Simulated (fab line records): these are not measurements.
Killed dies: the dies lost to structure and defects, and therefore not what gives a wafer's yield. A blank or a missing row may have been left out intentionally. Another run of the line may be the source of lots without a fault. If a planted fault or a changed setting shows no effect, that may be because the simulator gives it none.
fab line records -- flow nand-harc
[record] lots = 6, wafers = 18, last-day = 33
route steps=1302 shown THIN_TSV@1250 END@1302
lots that met no fault: from a run of the same line without faults
start-h: hours from the record's first day to the start of the lot's first wafer shown -- wait-h: hours from the lot's prior step to this one -- " unchanged from the row above -- L1.1+2: a row that stands for several wafers -- - either no value or no given start -- * or withheld: withheld -- < > ~ a bound
route shown NAME@n: a module of which the file shows steps, and the number in the route of the first -- usual: average and standard deviation across the fault-free wafers -- same: alike in all rows -- chamber/n: place in a boat -- sites: readings site by site -- _std_site: the standard deviation of these -- _edge_site: mean of outer sites minus mean of inner sites -- radius-mm: for every site, how far away it sits from the centre of the wafer -- mask NAME#n: copy n -- behind: the last tool/chamber to shape the wafer -- hold: what put the lot on hold/how long, in hours/how the hold closed -- device: which transistor (n, p or np) failed to switch -- end of line: at the end of the route, the tests of the same wafers -- a step without rows: its recipe alone -- killed: dies that structure and defects cost at the first sort, which is not the same as the wafer's yield -- map: a wafer's dies, x killed, . not, _ none there
set.NAME: the setting that was run; set.NAME@STEP: the one run at that earlier step -- model.NAME: the simulator's own value behind a step, which no gauge read
lots at some steps of the route; a table a step, a row a wafer
services: from which hour (start-h, from the record's first day; less than 0 if before it) a tool's chamber was out of use, for how many hours, and why
[[steps]]
[step NHARC_THIN_TSV_DEP_43]
[recipe] target-thk-a = 13285, temp-c = withheld, pressure-torr = 6.5, rf-w = 900, teos-flow-sccm = 161.4, flow-sccm = 2650, target-thk-nm = 1328.5, gas = O2, material = SiO2
[usual] throttle-valve-pct = 15.7/0.35
lot.wafer,tool,chamber,start-h,wait-h,since-wet-clean-h,throttle-valve-pct
L444.3,pecvd-04,2,559.27,-,96,15.0
L444.6,pecvd-04,2,559.27,-,-,15.5
L444.4,pecvd-04,0,559.27,-,-,15.8
L449.1,pecvd-04,2,611.69,-,149,15.5
L449.3,pecvd-04,1,611.69,-,149,15.6
L449.4,pecvd-04,2,611.69,-,-,15.4
L460.1,pecvd-04,2,718.73,-,75,15.2
L460.3,pecvd-04,0,718.73,-,75,15.9
L460.4,pecvd-04,1,718.73,-,-,15.6
L462.2,pecvd-01,2,719.89,-,34,16.2
L462.3,pecvd-01,0,719.89,-,34,15.9
L462.5,pecvd-01,1,719.89,-,-,16.2
L465.1,pecvd-01,1,754.83,-,69,16.1
L465.2,pecvd-01,2,754.83,-,69,16.2
L465.6,pecvd-01,2,754.83,-,-,16.3
L467.2,pecvd-04,1,769.73,-,126,15.5
L467.1,pecvd-04,0,769.73,-,126,15.9
L467.5,pecvd-04,2,769.73,-,-,15.4
[step NHARC_THIN_TSV_DEHYDRATE_04]
[recipe] temp-c = 150, time-s = 120
[step NHARC_THIN_TSV_HMDS_05]
[recipe] time-s = 30
[step NHARC_THIN_TSV_COAT_06]
[recipe] spin-rpm = *
[step NHARC_THIN_TSV_SOFTBAKE_07]
[recipe] temp-c = 122, time-s = 95
[step NHARC_THIN_TSV_EBR_08]
[step NHARC_THIN_TSV_EXPOSE_09]
[recipe] na = 0.55, dose-mj = 30.7, mask-id = TSV
[step NHARC_THIN_TSV_PEB_10]
[recipe] peb-temp-c = 118, peb-time-s = 85
[step NHARC_THIN_TSV_DEVELOP_11]
[recipe] time-s = 70
[step NHARC_THIN_TSV_CD_MEAS_12]
[recipe] target-cd-nm = 1000, landing-energy-ev = 500
[usual] cd-nm = 999.4/1.5
lot.wafer,tool,chamber,start-h,wait-h,cd-nm
L444.3,cd-sem-01,0,559.99,-,997.9
L444.4,cd-sem-01,0,559.99,-,997.4
L444.6,cd-sem-01,0,559.99,-,998.8
L449.1,cd-sem-01,0,612.52,-,999.8
L449.3,cd-sem-01,0,612.52,-,997.7
L449.4,cd-sem-01,0,612.52,-,1001.3
L460.1,cd-sem-01,0,719.52,-,996.2
L460.3,cd-sem-01,0,719.52,-,999.7
L460.4,cd-sem-01,0,719.52,-,997.5
L462.2,cd-sem-03,0,720.72,-,998.9
L462.3,cd-sem-03,0,720.72,-,1000.3
L462.5,cd-sem-03,0,720.72,-,997.0
L465.1,cd-sem-01,0,755.53,-,998.0
L465.2,cd-sem-01,0,755.53,-,996.4
L465.6,cd-sem-01,0,755.53,-,999.4
L467.1,cd-sem-02,0,770.44,-,998.3
L467.2,cd-sem-02,0,770.44,-,999.6
L467.5,cd-sem-02,0,770.44,-,997.7
[step NHARC_THIN_TSV_HARDBAKE_13]
[recipe] temp-c = 125, time-s = 80
[step NHARC_THIN_TSV_DESCUM_14]
[recipe] time-s = 3, o2-flow-sccm = 200, ar-flow-sccm = 0, bias-power-w = 0, chemistry = O2
[usual] drypump-motor-current-A = 5.7/0.66, oes-product-au = 0.999/0.0089, rf-vpp-V = 57.8/0.93, showerhead-plenum-p-Torr = 1.91/0.099, throttle-valve-pct = 11.312/0.0089
lot.wafer,tool,chamber,start-h,wait-h,drypump-motor-current-A,oes-product-au,rf-hours-counter-h,rf-vpp-V,showerhead-plenum-p-Torr,throttle-valve-pct
L444.3,rie-diel-06,0,560.15,-,6.8,1.002,5,56.9,1.83,11.316
L444.4,rie-diel-06,2,560.15,-,6.0,1.012,5,58.1,1.87,11.300
L444.6,rie-diel-06,1,560.15,-,6.2,0.987,-,57.0,1.78,11.291
L449.1,rie-diel-01,1,612.68,-,5.1,0.986,0,57.7,2.05,11.319
L449.3,rie-diel-01,2,612.68,-,5.9,0.998,3,59.3,2.05,11.293
L449.4,rie-diel-01,0,612.68,-,4.8,0.992,3,58.2,1.83,11.300
L460.1,rie-diel-01,3,719.68,-,4.8,1.019,11,58.7,1.95,11.302
L460.3,rie-diel-01,1,719.68,-,5.1,0.994,9,58.2,2.05,11.307
L460.4,rie-diel-01,2,719.68,-,5.9,1.004,11,59.2,2.05,11.303
L462.3,rie-diel-01,0,720.90,-,4.8,0.989,12,57.9,1.82,11.326
L462.2,rie-diel-01,1,720.90,-,5.1,0.989,9,58.3,2.05,11.319
L462.5,rie-diel-01,2,720.90,-,5.9,1.004,-,57.2,2.05,11.317
L465.2,rie-diel-05,2,755.71,-,6.4,0.996,6,58.2,1.98,11.310
L465.1,rie-diel-05,0,755.71,-,6.0,1.003,6,59.0,1.93,11.311
L465.6,rie-diel-05,2,755.71,-,6.4,1.012,-,58.1,1.98,11.315
L467.1,rie-diel-05,0,770.60,-,6.0,0.993,0,56.9,1.93,11.313
L467.2,rie-diel-05,2,770.60,-,6.4,1.008,0,58.9,1.98,11.305
L467.5,rie-diel-05,1,770.60,-,6.0,0.993,-,58.4,1.85,11.313
[step NHARC_THIN_TSV_ETCH_44]
[recipe] target-depth-a = 15942, time-s = 797.1, cf4-flow-sccm = 150, o2-flow-sccm = 10, ar-flow-sccm = 0, rf-w = 300, bias-w = 800, chemistry = CF4/O2
[usual] bias-w = 800.0/2.5, drypump-motor-current-A = 5.7/0.65, oes-product-au = 0.999/0.0098, rf-fwd-power-W = 299.8/0.95, rf-vpp-V = 794/5.6, showerhead-plenum-p-Torr = 1.83/0.089, throttle-valve-pct = 16.915/0.0096
lot.wafer,tool,chamber,start-h,wait-h,bias-w,drypump-motor-current-A,oes-product-au,rf-fwd-power-W,rf-hours-counter-h,rf-vpp-V,showerhead-plenum-p-Torr,throttle-valve-pct
L444.3,rie-diel-06,0,560.23,0.1,800.8,6.8,1.002,299.1,5,790,1.76,16.917
L444.4,rie-diel-06,3,560.23,0.1,800.6,4.9,1.006,299.1,5,787,1.72,16.912
L444.6,rie-diel-06,1,560.23,0.1,803.8,6.2,1.001,300.2,-,788,1.71,16.915
L449.4,rie-diel-01,1,612.77,0.1,799.9,5.1,0.999,299.5,0,802,1.95,16.922
L449.3,rie-diel-01,3,612.77,0.1,801.2,4.8,1.007,299.4,3,796,1.86,16.914
L449.1,rie-diel-01,0,612.77,0.1,797.3,4.8,1.002,299.4,3,790,1.75,16.909
L460.3,rie-diel-01,1,719.76,0.1,799.1,5.1,0.995,298.5,9,802,1.95,16.918
L460.4,rie-diel-01,2,719.76,0.1,800.7,5.9,1.004,300.2,12,801,1.95,16.918
L460.1,rie-diel-01,0,719.76,0.1,797.5,4.8,1.246,420.5,12,789,1.75,16.918
L462.2,rie-diel-01,2,721.08,0.2,804.3,5.9,1.004,301.7,12,801,1.95,16.912
L462.3,rie-diel-01,3,721.08,0.2,799.6,4.8,1.008,298.9,11,796,1.86,16.925
L462.5,rie-diel-01,0,721.08,0.2,802.1,4.8,1.244,420.0,-,790,1.75,16.920
L465.1,rie-diel-05,1,755.84,0.1,797.0,6.0,0.993,300.5,6,791,1.77,16.919
L465.2,rie-diel-05,2,755.84,0.1,795.8,6.4,1.015,299.8,6,799,1.90,16.908
L465.6,rie-diel-05,0,755.84,0.1,797.2,5.9,1.003,299.4,-,795,1.84,16.904
L467.2,rie-diel-05,0,770.69,0.1,797.1,6.0,1.002,299.5,0,796,1.84,16.938
L467.1,rie-diel-05,3,770.69,0.1,800.8,6.1,0.995,302.5,0,798,1.89,16.903
L467.5,rie-diel-05,1,770.69,0.1,800.4,6.0,0.995,299.8,-,791,1.77,16.914
[step NHARC_THIN_TSV_ETCH_15]
[recipe] target-depth-a = 30000, bosch-target-overetch-cycles = 2, bosch-etch-step-s = 2.8, bosch-dep-step-s = 1.2, bosch-cycles = 14
[usual] drypump-motor-current-A = 5.8/0.49
lot.wafer,tool,chamber,start-h,wait-h,drypump-motor-current-A,rf-hours-counter-h
L444.3,rie-si-06,2,560.81,-,6.1,0.7
L444.4,rie-si-06,0,560.81,-,5.5,0.7
L444.6,rie-si-06,3,560.81,-,5.5,-
L449.4,rie-si-06,3,613.35,-,5.4,0
L449.1,rie-si-06,0,613.35,-,5.4,0
L449.3,rie-si-06,1,613.35,-,5.5,0
L460.3,rie-si-06,0,720.34,-,5.4,0.8
L460.1,rie-si-06,2,720.34,-,6.1,0.7
L460.4,rie-si-06,3,720.34,-,5.4,0.9
L462.2,rie-si-04,2,721.55,-,6.3,0.1
L462.3,rie-si-04,1,721.55,-,6.0,0.1
L462.5,rie-si-04,3,721.55,-,5.2,-
L465.2,rie-si-04,2,756.38,-,6.3,0.3
L465.1,rie-si-04,3,756.38,-,5.2,0.3
L465.6,rie-si-04,1,756.38,-,5.9,-
L467.2,rie-si-06,3,771.28,-,5.4,1.1
L467.1,rie-si-06,0,771.28,-,5.5,1.1
L467.5,rie-si-06,2,771.28,-,6.1,-
[step NHARC_THIN_TSV_CD_MEAS_16]
[usual] cd-nm = 999.2/1.7
lot.wafer,tool,chamber,start-h,wait-h,cd-nm
L444.3,cd-sem-01,-,560.96,0.1,998.3
L444.4,cd-sem-01,-,560.96,0.1,998.8
L444.6,cd-sem-01,-,560.96,0.1,999.4
L449.1,cd-sem-03,-,613.50,0.1,998.1
L449.3,cd-sem-03,-,613.50,0.1,997.5
L449.4,cd-sem-03,-,613.50,0.1,1000.5
L460.1,cd-sem-02,-,720.48,0.1,990.9
L460.3,cd-sem-02,-,720.48,0.1,999.4
L460.4,cd-sem-02,-,720.48,0.1,997.3
L462.2,cd-sem-02,-,721.70,0.1,997.5
L462.3,cd-sem-02,-,721.70,0.1,1000.1
L462.5,cd-sem-02,-,721.70,0.1,992.6
L465.1,cd-sem-02,-,756.50,0.1,997.3
L465.2,cd-sem-02,-,756.50,0.1,995.9
L465.6,cd-sem-02,-,756.50,0.1,998.2
L467.1,cd-sem-03,-,771.40,0.1,997.7
L467.2,cd-sem-03,-,771.40,0.1,1000.1
L467.5,cd-sem-03,-,771.40,0.1,996.9
[step NHARC_THIN_TSV_STRIP_45]
[recipe] power-w = 1500, temp-c = 250, chemistry = O2
[usual] drypump-motor-current-A = 5.3/0.45, heater-power-w = 348/8.4
lot.wafer,tool,chamber,start-h,wait-h,drypump-motor-current-A,heater-power-w,rf-hours-counter-h
L444.4,plasma-asher-02,1,561.12,0.2,5.9,349,-
L444.3,plasma-asher-02,0,561.12,0.2,5.7,325,-
L444.6,plasma-asher-02,1,561.12,0.2,5.9,339,-
L449.1,plasma-asher-02,1,613.57,0.1,5.8,354,0
L449.3,plasma-asher-02,1,613.57,0.1,5.8,353,-
L449.4,plasma-asher-02,0,613.57,0.1,5.7,344,-
L460.1,plasma-asher-02,1,720.61,0.1,5.8,353,25
L460.4,plasma-asher-02,0,720.61,0.1,5.7,343,-
L460.3,plasma-asher-02,1,720.61,0.1,5.8,356,-
L462.2,plasma-asher-01,1,721.77,0.1,5.2,343,2
L462.3,plasma-asher-01,0,721.77,0.1,4.7,345,-
L462.5,plasma-asher-01,0,721.77,0.1,4.7,346,-
L465.1,plasma-asher-02,0,756.57,0.1,5.7,348,32
L465.2,plasma-asher-02,1,756.57,0.1,5.8,356,32
L465.6,plasma-asher-02,1,756.57,0.1,5.8,355,-
L467.2,plasma-asher-01,1,771.48,0.1,5.2,345,13
L467.1,plasma-asher-01,0,771.48,0.1,4.7,346,13
L467.5,plasma-asher-01,1,771.48,0.1,5.2,334,-
[step NHARC_END_SORT_01]
[recipe] temp-c = 25
[usual] defect-limited-yield = 90.9/2.8, killed-at-array = 57/20, killed-at-other = 1.3/1.4, killed-at-periphery = 3.4/2.4, killed-dies = 61/19, killed-open = 2.9/1.8, killed-short = 2.5/1.6
[same] gross-dies = 677
lot.wafer,tool,chamber,start-h,wait-h,defect-limited-yield[%],killed-at-array,killed-at-other,killed-at-periphery,killed-dies,killed-open,killed-short
L460.1,prober-02,0,734.48,2.5,87.3,82,1,3,86,4,3
L460.3,prober-02,0,736.07,3.1,88.0,72,1,8,81,6,3
L460.4,prober-02,0,736.87,3.4,88.9,68,4,3,75,6,1
// killed by level:class
L460.1 A_SLIT:chamber-film-flake=35 A_CHANNEL_HOLE_D2:chamber-film-flake=18 A_CHANNEL_HOLE_D1:chamber-film-flake=12 A_CONTACT:chamber-film-flake=4 A_CHANNEL_FILL_D1:geometric-particle:short=2 A_STAIRCASE:chamber-film-flake=2 A_SGD_CUT:chamber-film-flake=2 A_BLC:chamber-film-flake=2
L460.3 A_SLIT:chamber-film-flake=25 A_CHANNEL_HOLE_D2:chamber-film-flake=23 A_BLC:chamber-film-flake=5 P_STI:chamber-film-flake=5 A_CHANNEL_HOLE_D1:chamber-film-flake=5 A_CONTACT:chamber-film-flake=3 A_CHANNEL_FILL_D2:geometric-particle:open=2 P_BONDPAD:chamber-film-flake=2
L460.4 A_SLIT:chamber-film-flake=26 A_CHANNEL_HOLE_D2:chamber-film-flake=22 A_CHANNEL_HOLE_D1:chamber-film-flake=8 A_CONTACT:chamber-film-flake=3 THIN_TSV:chamber-film-flake=3 A_WL_FILL:geometric-particle:open=2 A_BLC:chamber-film-flake=2 P_CONTACT:geometric-particle:open=1
[[services]]
tool,chamber,start-h,hours,kind
rie-diel-01,1,539.59,66.8,repair
rie-diel-01,-,557.80,9.0,pm
pecvd-04,-,562.61,0.5,repair
rie-diel-06,1,568.69,5.0,repair
rie-diel-01,-,572.00,0.5,repair
rie-diel-01,2,578.11,3.1,repair
rie-si-04,3,581.18,2.1,repair
rie-diel-06,3,581.97,6.5,repair
rie-si-04,-,583.13,1.2,repair
rie-diel-05,-,583.60,9.0,pm
plasma-asher-02,-,603.00,9.0,pm
rie-si-06,-,603.00,9.0,pm
pecvd-01,-,624.61,0.8,repair
pecvd-04,-,631.26,13.0,pm
rie-si-04,1,631.56,13.3,repair
rie-diel-06,-,644.38,0.6,repair
pecvd-04,-,659.93,0.5,repair
rie-diel-06,-,661.20,9.0,pm
rie-diel-01,3,663.38,3.8,repair
rie-diel-01,2,667.99,6.2,repair
pecvd-01,-,673.27,13.0,pm
plasma-asher-02,-,705.77,1.0,repair
rie-diel-01,-,734.80,9.0,pm
rie-diel-05,-,760.60,9.0,pm
[[key]]
[first-sign] step = NHARC_THIN_TSV_ETCH_44, reading = rf-fwd-power-W, direction = up, sigmas = 99+, usual = *, struck = *
[effect] step = NHARC_THIN_TSV_ETCH_44, reading = oes-product-au, direction = up, sigmas = 25, usual = 0.999, struck = 1.245
[effect] step = NHARC_THIN_TSV_CD_MEAS_16, reading = cd-nm, direction = down, sigmas = 4.4, usual = 999.2, struck = 991.8
met-at NHARC_THIN_TSV_ETCH_44
struck-wafers L460.1,L462.5
onset-between 612.77 719.76
[fault] kind = process-parameter-drift, tool = rie-diel-01, chamber = 0, onset-h = 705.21, steps = NHARC_THIN_TSV_ETCH_44, channel = rf-w, offset = *, shape = step, end-h = 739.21, acts-in = *, stated = *
